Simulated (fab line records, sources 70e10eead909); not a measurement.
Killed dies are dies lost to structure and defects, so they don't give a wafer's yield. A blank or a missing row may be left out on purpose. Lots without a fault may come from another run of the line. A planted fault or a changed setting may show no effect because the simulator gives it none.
fab line records | flow nand_harc | part 2 of 2: steps 41 to 41 of 41
record lots=6 wafers=18 last_day=23
route steps=1159 shown A_M1@1037 A_BONDPAD@1059 END@1159
lots that met no fault: from a run of the same line without faults
start_h: hours from the record's first day to the start of the lot's first wafer shown | wait_h: hours since the lot's step before | " the same as in the row above | L1.1+2: a row that stands for several wafers | - no value, or no start given | * or withheld: withheld | < > ~ a bound
route shown NAME@n: a module of which the file shows steps, and the number in the route of the first | usual: mean/standard deviation of fault-free wafers | same: alike in all rows | chamber/n: place in a boat | sites: the reading at each site | _std_site: their standard deviation | _edge_site: outer sites' mean less inner sites' | radius_mm: how far each site lies from the wafer's centre | mask NAME#n: copy n | behind: the tool/chamber that last shaped the wafer | hold: why the lot was held/for how many hours/how that ended | device: the transistor (n, p or np) that didn't switch | end of line: the same wafers' tests at the end of the route | a step without rows: its recipe alone | killed: dies lost to structure and defects at the first sort, not the wafer's yield | map: a wafer's dies, x killed, . not, _ none there
set.NAME: the setting as run; set.NAME@STEP: as run at that earlier step | model.NAME: the simulator's own value behind a step, which no gauge read
lots at some steps of the route; a table a step, a row a wafer
services: from which hour (start_h, from the record's first day; less than 0 if before it) a tool's chamber was out of use, for how many hours, and why
## steps
# step NHARC_END_SORT_01
# recipe temp_c=25
# usual defect_limited_yield=95.1/1.6 killed_at_array=29/11 killed_at_other=0.7/1.1 killed_at_periphery=2.9/2.2 killed_dies=33/11 killed_open=3.1/1.8 killed_short=1.9/1.4 sort_bin_2_pct=1.6/0.64 sort_bin_3_pct=0.26/0.18 sort_bin_4_pct=3.1/1.1 sort_n_pass=644/11 sort_rim_yield_pct=95.7/2.8 sort_yield_pct=95.1/1.6
# same gross_dies=677 sort_bin_5_pct[%]=0 sort_bin_6_pct[%]=0 sort_bin_7_pct[%]=0 sort_bin_8_pct[%]=0 sort_rim_n_gross=106.00
# columns lot.wafer tool chamber start_h wait_h hold defect_limited_yield[%] killed_at_array killed_at_other killed_at_periphery killed_dies killed_open killed_short sort_bin_2_pct[%] sort_bin_3_pct[%] sort_bin_4_pct[%] sort_n_pass sort_rim_yield_pct[%] sort_yield_pct[%]
L732.3 prober-02 0 462.90 8.0 - 96.6 16 0 7 23 4 2 0.7 0 2.7 654 100.0 96.6
L732.5 prober-02 0 464.47 8.5 - 96.6 15 0 8 23 3 0 0.9 0.15 2.4 654 96.2 96.6
L732.6 prober-02 0 465.26 8.8 - 95.4 20 0 11 31 3 4 1.2 0.59 2.8 646 95.3 95.4
L738.1 prober-02 0 489.16 2.5 - 97.9 11 0 3 14 2 5 0.7 0.30 1.0 663 99.1 97.9
L738.4 prober-02 0 491.55 3.4 - 97.0 14 0 6 20 2 1 0.7 0.15 2.1 657 100.0 97.0
L738.6 prober-02 0 493.14 4.0 - 96.6 17 0 6 23 2 3 1.5 0 1.9 654 97.2 96.6
L744.3 prober-02 0 507.45 3.1 await_dispo/7.1h/release 93.1 46 0 1 47 5 3 2.7 0.44 3.8 630 96.2 93.1
L744.5 prober-02 0 509.05 3.7 await_dispo/7.1h/release 92.8 45 0 4 49 6 2 2.5 0.30 4.4 628 92.5 92.8
L744.6 prober-02 0 509.85 4.0 await_dispo/7.1h/release 0 675 0 2 677 2 1 95.6 0.44 4.0 0 0 0
L745.2 prober-02 0 518.15 2.8 await_dispo/1.2h/release 96.8 18 0 4 22 6 2 1.2 0 2.1 655 100.0 96.8
L745.3 prober-02 0 518.94 3.0 await_dispo/1.2h/release 96.9 17 1 3 21 7 2 1.2 0.30 1.6 656 97.2 96.9
L745.4 prober-02 0 519.72 3.3 await_dispo/1.2h/release 0 669 1 7 677 7 6 97.8 0 2.2 0 0 0
L746.2 prober-01 0 522.21 2.8 - 92.8 45 2 2 49 5 0 3.0 0.15 4.1 628 98.1 92.8
L746.3 prober-01 0 523.01 3.1 - 93.5 39 2 3 44 2 1 1.9 0.59 4.0 633 94.3 93.5
L746.6 prober-01 0 525.39 4.0 - 92.5 45 3 3 51 4 2 3.1 0.15 4.3 626 97.2 92.5
L749.1 prober-01 0 541.89 2.5 - 94.4 31 1 6 38 3 1 1.9 0 3.7 639 98.1 94.4
L749.2 prober-01 0 542.68 2.8 - 96.0 23 0 4 27 2 4 1.8 0.30 1.9 650 94.3 96.0
L749.6 prober-01 0 545.88 4.0 - 94.2 35 0 4 39 5 2 1.2 0.15 4.4 638 94.3 94.2
# killed by level:class
L732.3 A_SLIT:chamber_film_flake=10 P_CONTACT:chamber_film_flake=3 A_CONTACT:chamber_film_flake=2 P_GATE:geometric_particle:open=1 P_M0:geometric_particle:short=1 A_CHANNEL_HOLE_D1:geometric_particle:open=1 A_CHANNEL_FILL_D1:geometric_particle:open=1 A_CONTACT:geometric_particle:open=1
L732.5 A_SLIT:chamber_film_flake=6 P_ZERO_WELL:chamber_film_flake=3 P_GATE:chamber_film_flake=3 A_CHANNEL_HOLE_D1:chamber_film_flake=3 A_CONTACT:geometric_particle:open=2 P_CONTACT:chamber_film_flake=2 A_CONTACT:chamber_film_flake=2 A_CHANNEL_FILL_D1:geometric_particle:open=1
L732.6 A_SLIT:chamber_film_flake=7 P_CONTACT:chamber_film_flake=6 A_CHANNEL_HOLE_D1:chamber_film_flake=5 P_GATE:chamber_film_flake=3 P_M0:geometric_particle:open=2 A_CONTACT:chamber_film_flake=2 A_CHANNEL_HOLE_D1:geometric_particle:short=1 A_CHANNEL_FILL_D1:geometric_particle:short=1
L738.1 A_CONTACT:chamber_film_flake=3 A_CHANNEL_FILL_D1:geometric_particle:short=2 P_GATE:geometric_particle:short=1 P_CONTACT:geometric_particle:open=1 A_ONON_D1:geometric_particle:open=1 A_ONON_D1:geometric_particle:short=1 A_WL_FILL:geometric_particle:short=1 P_M1:chamber_film_flake=1
L738.4 P_M1:chamber_film_flake=5 A_CONTACT:chamber_film_flake=4 A_CONTACT:geometric_particle:open=2 A_WL_FILL:chamber_film_flake=2 A_CHANNEL_HOLE_D1:chamber_film_flake=2 A_CONTACT:geometric_particle:short=1 P_ZERO_WELL:chamber_film_flake=1 A_ZERO_WELL:chamber_film_flake=1
L738.6 A_CONTACT:chamber_film_flake=8 P_M1:chamber_film_flake=3 A_CONTACT:geometric_particle:open=2 A_CHANNEL_HOLE_D1:chamber_film_flake=2 A_STAIRCASE:chamber_film_flake=2 P_M1:geometric_particle:short=1 A_ONON_D1:geometric_particle:short=1 A_CHANNEL_FILL_D1:geometric_particle:short=1
L744.3 A_CHANNEL_HOLE_D1:chamber_film_flake=17 A_SLIT:chamber_film_flake=17 A_SOURCE_PLATE:geometric_particle:short=2 A_WL_FILL:chamber_film_flake=2 A_CONTACT:chamber_film_flake=2 P_M1:geometric_particle:open=1 A_SOURCE_PLATE:geometric_particle:open=1 A_ONON_D1:geometric_particle:open=1
L744.5 A_CHANNEL_HOLE_D1:chamber_film_flake=24 A_SLIT:chamber_film_flake=10 P_CONTACT:geometric_particle:open=2 A_CONTACT:geometric_particle:open=2 A_STAIRCASE:chamber_film_flake=2 A_WL_FILL:chamber_film_flake=2 P_GATE:geometric_particle:open=1 A_ONON_D1:geometric_particle:short=1
L744.6 A_M1:area_pvd=636 A_SLIT:chamber_film_flake=18 A_CHANNEL_HOLE_D1:chamber_film_flake=15 A_STAIRCASE:chamber_film_flake=3 P_CONTACT:geometric_particle:open=1 A_CHANNEL_FILL_D1:geometric_particle:short=1 A_M0:geometric_particle:open=1 P_STI:chamber_film_flake=1
L745.2 A_CHANNEL_HOLE_D1:chamber_film_flake=8 A_STAIRCASE:chamber_film_flake=4 A_CONTACT:geometric_particle:open=2 P_STI:geometric_particle:short=1 P_STI:geometric_particle:open=1 P_M0:geometric_particle:open=1 A_CHANNEL_FILL_D1:geometric_particle:short=1 A_CHANNEL_FILL_D1:geometric_particle:open=1
L745.3 A_CHANNEL_HOLE_D1:chamber_film_flake=8 P_CONTACT:geometric_particle:open=2 A_M0:geometric_particle:open=2 P_GATE:geometric_particle:short=1 A_CHANNEL_HOLE_D1:geometric_particle:open=1 A_CHANNEL_FILL_D1:geometric_particle:open=1 A_WL_FILL:geometric_particle:short=1 A_CONTACT:geometric_particle:open=1
L745.4 A_M1:area_pvd=656 P_CONTACT:geometric_particle:open=2 A_CHANNEL_FILL_D1:geometric_particle:short=2 P_ZERO_WELL:chamber_film_flake=2 A_CHANNEL_HOLE_D1:chamber_film_flake=2 A_STAIRCASE:chamber_film_flake=2 P_GATE:geometric_particle:short=1 P_GATE:geometric_particle:open=1
L746.2 A_CHANNEL_HOLE_D1:chamber_film_flake=21 A_SLIT:chamber_film_flake=16 A_SOURCE_PLATE:geometric_particle:open=2 A_CONTACT:geometric_particle:open=2 A_ZERO_WELL:chamber_film_flake=2 THIN_TSV:chamber_film_flake=2 P_M0:geometric_particle:open=1 P_GATE:chamber_film_flake=1
L746.3 A_CHANNEL_HOLE_D1:chamber_film_flake=19 A_SLIT:chamber_film_flake=12 A_CONTACT:chamber_film_flake=3 A_STAIRCASE:chamber_film_flake=2 THIN_TSV:chamber_film_flake=2 A_SGD_CUT:geometric_particle:short=1 A_BLC:geometric_particle:open=1 A_M0:geometric_particle:open=1
L746.6 A_CHANNEL_HOLE_D1:chamber_film_flake=20 A_SLIT:chamber_film_flake=13 A_STAIRCASE:chamber_film_flake=4 THIN_TSV:chamber_film_flake=3 A_BLC:geometric_particle:open=2 P_ZERO_WELL:chamber_film_flake=2 A_SOURCE_PLATE:geometric_particle:short=1 A_WL_FILL:geometric_particle:open=1
L749.1 A_SLIT:chamber_film_flake=11 A_CONTACT:chamber_film_flake=7 A_CHANNEL_HOLE_D1:chamber_film_flake=5 A_STAIRCASE:chamber_film_flake=3 P_STI:chamber_film_flake=2 P_GATE:chamber_film_flake=2 A_CHANNEL_FILL_D1:chamber_film_flake=2 P_GATE:geometric_particle:open=1
L749.2 A_SLIT:chamber_film_flake=9 P_GATE:chamber_film_flake=4 A_CONTACT:chamber_film_flake=4 A_STAIRCASE:chamber_film_flake=3 A_WL_FILL:geometric_particle:short=2 A_CHANNEL_FILL_D1:geometric_particle:short=1 A_SGD_CUT:geometric_particle:short=1 A_CONTACT:geometric_particle:open=1
L749.6 A_SLIT:chamber_film_flake=17 A_STAIRCASE:chamber_film_flake=6 A_CHANNEL_HOLE_D1:chamber_film_flake=3 A_CONTACT:chamber_film_flake=3 P_GATE:geometric_particle:open=1 P_M0:geometric_particle:open=1 A_ONON_D1:geometric_particle:short=1 A_CHANNEL_FILL_D1:geometric_particle:open=1
# map L744.6 (x killed, . not)
____________x____________
_________xxxxxxx_________
_______xxxxxxxxxxx_______
______xxxxxxxxxxxxx______
_____xxxxxxxxxxxxxxx_____
____xxxxxxxxxxxxxxxxx____
____xxxxxxxxxxxxxxxxx____
___xxxxxxxxxxxxxxxxxxx___
___xxxxxxxxxxxxxxxxxxx___
__xxxxxxxxxxxxxxxxxxxxx__
__xxxxxxxxxxxxxxxxxxxxx__
_xxxxxxxxxxxxxxxxxxxxxxx_
_xxxxxxxxxxxxxxxxxxxxxxx_
_xxxxxxxxxxxxxxxxxxxxxxx_
_xxxxxxxxxxxxxxxxxxxxxxx_
_xxxxxxxxxxxxxxxxxxxxxxx_
xxxxxxxxxxxxxxxxxxxxxxxxx
xxxxxxxxxxxxxxxxxxxxxxxxx
xxxxxxxxxxxxxxxxxxxxxxxxx
xxxxxxxxxxxxxxxxxxxxxxxxx
xxxxxxxxxxxxxxxxxxxxxxxxx
_xxxxxxxxxxxxxxxxxxxxxxx_
_xxxxxxxxxxxxxxxxxxxxxxx_
_xxxxxxxxxxxxxxxxxxxxxxx_
_xxxxxxxxxxxxxxxxxxxxxxx_
_xxxxxxxxxxxxxxxxxxxxxxx_
__xxxxxxxxxxxxxxxxxxxxx__
__xxxxxxxxxxxxxxxxxxxxx__
___xxxxxxxxxxxxxxxxxxx___
___xxxxxxxxxxxxxxxxxxx___
____xxxxxxxxxxxxxxxxx____
____xxxxxxxxxxxxxxxxx____
_____xxxxxxxxxxxxxxx_____
______xxxxxxxxxxxxx______
_______xxxxxxxxxxx_______
_________xxxxxxx_________
____________x____________
# map L745.4 (x killed, . not)
____________x____________
_________xxxxxxx_________
_______xxxxxxxxxxx_______
______xxxxxxxxxxxxx______
_____xxxxxxxxxxxxxxx_____
____xxxxxxxxxxxxxxxxx____
____xxxxxxxxxxxxxxxxx____
___xxxxxxxxxxxxxxxxxxx___
___xxxxxxxxxxxxxxxxxxx___
__xxxxxxxxxxxxxxxxxxxxx__
__xxxxxxxxxxxxxxxxxxxxx__
_xxxxxxxxxxxxxxxxxxxxxxx_
_xxxxxxxxxxxxxxxxxxxxxxx_
_xxxxxxxxxxxxxxxxxxxxxxx_
_xxxxxxxxxxxxxxxxxxxxxxx_
_xxxxxxxxxxxxxxxxxxxxxxx_
xxxxxxxxxxxxxxxxxxxxxxxxx
xxxxxxxxxxxxxxxxxxxxxxxxx
xxxxxxxxxxxxxxxxxxxxxxxxx
xxxxxxxxxxxxxxxxxxxxxxxxx
xxxxxxxxxxxxxxxxxxxxxxxxx
_xxxxxxxxxxxxxxxxxxxxxxx_
_xxxxxxxxxxxxxxxxxxxxxxx_
_xxxxxxxxxxxxxxxxxxxxxxx_
_xxxxxxxxxxxxxxxxxxxxxxx_
_xxxxxxxxxxxxxxxxxxxxxxx_
__xxxxxxxxxxxxxxxxxxxxx__
__xxxxxxxxxxxxxxxxxxxxx__
___xxxxxxxxxxxxxxxxxxx___
___xxxxxxxxxxxxxxxxxxx___
____xxxxxxxxxxxxxxxxx____
____xxxxxxxxxxxxxxxxx____
_____xxxxxxxxxxxxxxx_____
______xxxxxxxxxxxxx______
_______xxxxxxxxxxx_______
_________xxxxxxx_________
____________x____________
## services
# columns tool chamber start_h hours kind
pecvd-03 - 390.62 0.5 repair
pvd_sputter-02 - 392.01 10.0 pm
rie_diel-03 - 392.30 9.0 pm
rie_diel-03 0 392.30 9.0 vent_cycle
pvd_sputter-02 - 411.04 2.2 repair
rie_diel-02 1 413.95 6.9 repair
pecvd-03 0 440.29 4.2 repair
pecvd-02 - 442.43 0.7 repair
rie_diel-03 1 447.63 4.7 repair
pecvd-04 2 450.28 15.4 repair
pecvd-02 0 455.95 11.6 repair
pvd_sputter-01 - 458.60 0.9 repair
pvd_sputter-03 - 459.21 10.0 pm
rie_diel-02 0 462.37 1.8 repair
rie_diel-08 0 464.12 8.6 repair
pecvd-03 - 473.42 13.0 pm
rie_diel-08 0 475.52 3.8 repair
rie_diel-08 - 478.80 9.0 pm
pvd_sputter-03 - 481.22 5.5 repair
pvd_sputter-01 - 483.70 3.6 repair
rie_diel-03 3 484.17 7.4 repair
pecvd-02 - 497.13 0.3 repair
rie_diel-03 1 502.32 11.1 repair
rie_diel-02 - 504.72 9.0 pm
## key
first_sign step=NHARC_END_SORT_01 reading=sort_bin_2_pct direction=up sigmas=99+ usual=1.6 struck=96.7
effect step=NHARC_END_SORT_01 reading=defect_limited_yield direction=down sigmas=58 usual=95.1 struck=0
more_kills_born_at NHARC_A_M1_PVD_21@pvd_sputter-02=1292
met_at NHARC_A_M1_PVD_21
struck_wafers L744.6,L745.4
later_rows_left_out L744.6,L745.4
onset_between 451.32 474.79
fault kind=process_parameter_drift tool=pvd_sputter-02 chamber=- onset_h=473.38 steps=NHARC_A_M1_PVD_21 channel=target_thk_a offset=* shape=step end_h=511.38 acts_in=* stated=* scope=struck_wafers_only
# later_rows_left_out: the simulator's readings of these wafers behind a module that went badly wrong aren't trusted and aren't shown, but for the sort
